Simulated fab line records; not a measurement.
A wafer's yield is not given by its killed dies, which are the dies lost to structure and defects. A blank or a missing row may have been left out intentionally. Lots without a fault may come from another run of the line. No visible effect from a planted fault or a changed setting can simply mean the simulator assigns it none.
Matching of chambers | flow nand harc | NHARC_A_STAIRCASE_DESCUM_443 on rie diel-11: 4 sister chambers
The step chemistry O2, time 3 s. 16 wafers are shown with their chamber, then 8 later ones without.

== WAFERS PAIRED WITH THEIR CHAMBERS ==
wafer  | chamber | oes product au (a.u.) | throttle valve pct (%) | showerhead plenum p Torr (Torr)
L074.1 | 0       | 1.008                 | 11.297                 | 1.94
L074.3 | 2       | 1.016                 | 11.321                 | 1.77
L074.6 | 1       | 0.998                 | 11.326                 | 2.00
L077.3 | 3       | 1.001                 | 11.298                 | 1.96
L077.5 | 0       | 1.009                 | 11.315                 | 1.93
L077.6 | 1       | 0.972                 | 11.313                 | 2.00
L079.2 | 1       | 0.970                 | 11.331                 | 2.00
L079.3 | 2       | 1.011                 | 11.306                 | 1.77
L079.4 | 3       | 0.998                 | 11.310                 | 1.96
L085.3 | 1       | 0.989                 | 11.311                 | 1.99
L085.4 | 2       | 1.009                 | 11.317                 | 2.08
L085.6 | 0       | 1.002                 | 11.313                 | 1.93
L088.1 | 1       | 0.984                 | 11.329                 | 1.99
L088.2 | 0       | 1.001                 | 11.303                 | 1.93
L088.6 | 3       | 1.012                 | 11.296                 | 1.95
L090.1 | 0       | 1.003                 | 11.300                 | 1.93

SIGNATURES (averages over the wafers above)
reading                  | chamber 0 | chamber 1 | chamber 2 | chamber 3 | scatter within a chamber
oes product au           | 1.00460   | 0.98260   | 1.01200   | 1.00367   | 0.00785
throttle valve pct       | 11.30560  | 11.32200  | 11.31467  | 11.30133  | 0.00836
showerhead plenum p Torr | 1.9320    | 1.9960    | 1.8733    | 1.9567    | 0.0732
Rule: a wafer's distance from a chamber is the root of the sum, over the readings, of the square of ((its reading less the chamber's mean) divided by the reading's scatter). If the next closest chamber is less than 2 further off than the closest, the wafer can't be placed; otherwise it belongs to the closest. The scatter: take each reading less its chamber's mean, square it, sum over the shown wafers, divide by the number of wafers less the number of chambers, and take the root.

== WAFERS WHOSE CHAMBER IS MISSING ==
wafer  | oes product au (a.u.) | throttle valve pct (%) | showerhead plenum p Torr (Torr)
L090.3 | 0.989                 | 11.325                 | 1.99
L090.6 | 1.017                 | 11.309                 | 2.07
L092.2 | 0.984                 | 11.323                 | 1.98
L092.3 | 1.001                 | 11.314                 | 1.92
L092.5 | 0.979                 | 11.309                 | 1.98
L097.1 | 1.018                 | 11.325                 | 1.94
L097.2 | 1.011                 | 11.298                 | 2.07
L097.6 | 1.007                 | 11.322                 | 2.07

== EACH ONE'S CHAMBER ==
wafer  | from the rows above               | in truth
L090.3 | 1                                 | 1
L090.6 | can't be placed: 3 or 0 or 2      | 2
L092.2 | 1                                 | 1
L092.3 | can't be placed: 0 or 2 or 3 or 1 | 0
L092.5 | can't be placed: 1 or 3 or 0      | 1
L097.1 | can't be placed: 2 or 0 or 3      | 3
L097.2 | can't be placed: 3 or 0 or 2      | 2
L097.6 | can't be placed: 0 or 2 or 3 or 1 | 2
2 of 8 placed correctly. Unplaceable from these rows: 6, with the true chamber sitting among the candidates in 6. Placed wrongly: 0.
